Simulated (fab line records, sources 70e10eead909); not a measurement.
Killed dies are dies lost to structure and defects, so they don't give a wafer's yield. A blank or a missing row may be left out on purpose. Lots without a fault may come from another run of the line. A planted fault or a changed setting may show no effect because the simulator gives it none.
fab line records | flow nand_harc
record lots=14 wafers=42 last_day=34
route steps=1302 shown P_CONTACT@252 P_M1@290
lots that met no fault: from a run of the same line without faults
start_h: hours from the record's first day to the start of the lot's first wafer shown | wait_h: hours since the lot's step before | " the same as in the row above | L1.1+2: a row that stands for several wafers | - no value, or no start given | * or withheld: withheld | < > ~ a bound
route shown NAME@n: a module of which the file shows steps, and the number in the route of the first | usual: mean/standard deviation of fault-free wafers | same: alike in all rows | chamber/n: place in a boat | sites: the reading at each site | _std_site: their standard deviation | _edge_site: outer sites' mean less inner sites' | radius_mm: how far each site lies from the wafer's centre | mask NAME#n: copy n | behind: the tool/chamber that last shaped the wafer | hold: why the lot was held/for how many hours/how that ended | device: the transistor (n, p or np) that didn't switch | end of line: the same wafers' tests at the end of the route | a step without rows: its recipe alone | killed: dies lost to structure and defects at the first sort, not the wafer's yield | map: a wafer's dies, x killed, . not, _ none there
set.NAME: the setting as run; set.NAME@STEP: as run at that earlier step | model.NAME: the simulator's own value behind a step, which no gauge read
steps of the route over a sample of lots; a table a step, a row a wafer
services: from which hour (start_h, from the record's first day; less than 0 if before it) a tool's chamber was out of use, for how many hours, and why
## steps
# step NHARC_P_CONTACT_INSPECT_27
# usual raw_defect_count=319/120
# columns lot.wafer tool chamber start_h wait_h raw_defect_count
L833.3 defect_inspect-01 - 129.49 0.1 321
L833.5 " - " " 279
L833.6 " - " " 237
L834.2 defect_inspect-02 - 136.00 0.1 230
L834.4 " - " " 177
L834.5 " - " " 197
L835.1 defect_inspect-01 - 137.46 0.1 288
L835.3 " - " " 212
L835.4 " - " " 257
L840.3 defect_inspect-01 - 191.02 0.1 431
L840.5 " - " " 298
L840.6 " - " " 638
L842.3 defect_inspect-02 - 222.62 0.1 154
L842.4 " - " " 326
L842.6 " - " " 305
L845.1 defect_inspect-02 - 244.54 0.1 266
L845.3 " - " " 244
L845.4 " - " " 288
L846.1 defect_inspect-01 - 249.09 0.1 297
L846.5 " - " " 264
L846.6 " - " " 208
L850.2 defect_inspect-02 - 296.76 0.1 201
L850.3 " - " " 337
L850.5 " - " " 477
L851.2 defect_inspect-02 - 302.69 0.1 271
L851.3 " - " " 372
L851.5 " - " " 488
L852.2 defect_inspect-02 - 317.44 0.1 806
L852.4 " - " " 466
L852.5 " - " " 512
L853.2 defect_inspect-01 - 323.08 0.1 322
L853.3 " - " " 411
L853.5 " - " " 248
L854.3 defect_inspect-02 - 332.93 0.1 231
L854.4 " - " " 337
L854.6 " - " " 221
L855.1 defect_inspect-02 - 341.39 0.1 232
L855.3 " - " " 137
L855.4 " - " " 210
L856.1 defect_inspect-02 - 354.64 0.1 361
L856.4 " - " " 409
L856.5 " - " " 303
# step NHARC_P_M1_SOFTBAKE_04
# recipe temp_c=105 time_s=55
# usual heater_power_total_W=188.47/0.14
# columns lot.wafer tool chamber start_h wait_h heater_power_total_W
L833.3 litho_track-01 0 134 - 188.75
L833.5 " 0 " " 188.57
L833.6 " 0 " " 188.54
L834.2 litho_track-04 0 140 - 188.43
L834.4 " 0 " " 188.26
L834.5 " 0 " " 188.69
L835.1 litho_track-06 0 142 - 188.39
L835.3 " 0 " " 188.76
L835.4 " 0 " " 188.40
L840.3 litho_track-04 0 195 - 188.63
L840.5 " 0 " " 188.20
L840.6 " 0 " " 188.57
L842.3 litho_track-04 0 227 - 185.36
L842.4 " 0 " " 185.03
L842.6 " 0 " " 185.25
L845.1 litho_track-04 0 249 - 185.35
L845.3 " 0 " " 185.49
L845.4 " 0 " " 185.07
L846.1 litho_track-06 0 254 - 188.50
L846.5 " 0 " " 188.50
L846.6 " 0 " " 188.35
L850.2 litho_track-01 0 301 - 188.50
L850.3 " 0 " " 188.42
L850.5 " 0 " " 188.51
L851.2 litho_track-04 0 307 - 188.48
L851.3 " 0 " " 188.41
L851.5 " 0 " " 188.32
L852.2 litho_track-06 0 322 - 188.39
L852.4 " 0 " " 188.37
L852.5 " 0 " " 188.53
L853.2 litho_track-06 0 327 - 188.50
L853.3 " 0 " " 188.32
L853.5 " 0 " " 188.47
L854.3 litho_track-01 0 337 - 188.57
L854.4 " 0 " " 188.57
L854.6 " 0 " " 188.40
L855.1 litho_track-01 0 345 - 188.55
L855.3 " 0 " " 188.39
L855.4 " 0 " " 188.35
L856.1 litho_track-01 0 359 - 188.31
L856.4 " 0 " " 188.38
L856.5 " 0 " " 188.45
# step NHARC_P_M1_OVL_MEAS_10
# recipe pitch_nm=260
# usual overlay_x_nm=0.0/0.77 overlay_y_nm=0.0/0.63
# columns lot.wafer tool chamber start_h wait_h overlay_x_nm overlay_y_nm
L833.3 overlay-01 - 134.53 - 0.5 -0.3
L833.5 " - " " 0.5 0.1
L833.6 " - " " -0.3 0.6
L834.2 overlay-01 - 141.18 - 0.3 -1.0
L834.4 " - " " 0.4 -0.8
L834.5 " - " " 0.6 -0.4
L835.1 overlay-01 - 143.03 - -0.7 -0.4
L835.3 " - " " -1.2 -0.6
L835.4 " - " " -0.3 0.0
L840.3 overlay-02 - 196.05 - 0.7 -0.2
L840.5 " - " " 0.2 -0.3
L840.6 " - " " 0.8 -1.1
L842.3 overlay-01 - 227.55 - -0.2 0.2
L842.4 " - " " -0.1 -0.4
L842.6 " - " " 0.5 -0.2
L845.1 overlay-01 - 249.75 - -1.3 -0.9
L845.3 " - " " -0.9 -0.8
L845.4 " - " " -1.1 -0.7
L846.1 overlay-02 - 254.85 - 0.2 -0.1
L846.5 " - " " 0.3 -0.3
L846.6 " - " " 0.5 0.0
L850.2 overlay-02 - 302.27 - -0.5 -0.5
L850.3 " - " " -1.4 -0.9
L850.5 " - " " -1.0 -1.2
L851.2 overlay-02 - 307.73 - -0.8 -0.6
L851.3 " - " " -0.7 -0.2
L851.5 " - " " -0.8 0.2
L852.2 overlay-01 - 322.54 - -1.0 0.3
L852.4 " - " " -1.1 0.4
L852.5 " - " " -0.8 0.1
L853.2 overlay-01 - 328.01 - 0.0 0.8
L853.3 " - " " 0.4 0.0
L853.5 " - " " 0.5 0.9
L854.3 overlay-01 - 337.87 - 0.7 -0.1
L854.4 " - " " 1.0 -0.2
L854.6 " - " " 0.4 -0.4
L855.1 overlay-01 - 346.47 - 0.1 0.4
L855.3 " - " " 0.0 0.7
L855.4 " - " " 0.0 0.1
L856.1 overlay-01 - 359.72 - -0.4 0.2
L856.4 " - " " -0.8 0.4
L856.5 " - " " -0.8 0.7
# step NHARC_P_M1_INSPECT_11
# usual raw_defect_count=5/3.3
# columns lot.wafer tool chamber start_h wait_h raw_defect_count
L833.3 defect_inspect-01 - 134.57 0.0 8
L833.5 " - " " 5
L833.6 " - " " 5
L834.2 defect_inspect-02 - 141.22 0.0 3
L834.4 " - " " 2
L834.5 " - " " 3
L835.1 defect_inspect-01 - 143.07 0.0 2
L835.3 " - " " 4
L835.4 " - " " 3
L840.3 defect_inspect-02 - 196.09 0.0 4
L840.5 " - " " 5
L840.6 " - " " 3
L842.3 defect_inspect-01 - 227.59 0.0 1
L842.4 " - " " 3
L842.6 " - " " 0
L845.1 defect_inspect-02 - 249.78 0.0 5
L845.3 " - " " 3
L845.4 " - " " 1
L846.1 defect_inspect-02 - 254.89 0.0 8
L846.5 " - " " 6
L846.6 " - " " 9
L850.2 defect_inspect-01 - 302.31 0.0 2
L850.3 " - " " 3
L850.5 " - " " 4
L851.2 defect_inspect-01 - 307.77 0.0 7
L851.3 " - " " 6
L851.5 " - " " 9
L852.2 defect_inspect-01 - 322.58 0.0 6
L852.4 " - " " 6
L852.5 " - " " 3
L853.2 defect_inspect-01 - 328.04 0.0 4
L853.3 " - " " 3
L853.5 " - " " 1
L854.3 defect_inspect-02 - 337.91 0.0 6
L854.4 " - " " 3
L854.6 " - " " 5
L855.1 defect_inspect-02 - 346.50 0.0 17
L855.3 " - " " 12
L855.4 " - " " 9
L856.1 defect_inspect-02 - 359.76 0.0 17
L856.4 " - " " 13
L856.5 " - " " 9
## services
# columns tool chamber start_h hours kind
litho_track-01 - 155.00 7.0 pm
litho_track-06 - 179.00 7.0 pm
litho_track-04 - 194.91 - consumable_replace:filter
litho_track-04 - 203.00 7.0 pm
litho_track-01 - 330.00 7.0 pm
litho_track-06 - 343.94 - consumable_replace:filter
litho_track-06 - 354.00 7.0 pm
## key
first_sign step=NHARC_P_M1_SOFTBAKE_04 reading=heater_power_total_W direction=down sigmas=23 usual=* struck=*
effect none on later readings
met_at NHARC_P_M1_SOFTBAKE_04
struck_lots L842,L845
not_acting_at NHARC_P_CONTACT_INSPECT_27,NHARC_P_M1_OVL_MEAS_10,NHARC_P_M1_INSPECT_11
onset_between 195 227
fault kind=process_parameter_drift tool=litho_track-04 chamber=- onset_h=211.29 steps=NHARC_P_M1_SOFTBAKE_04 channel=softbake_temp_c offset=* shape=step end_h=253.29 acts_in=* stated=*
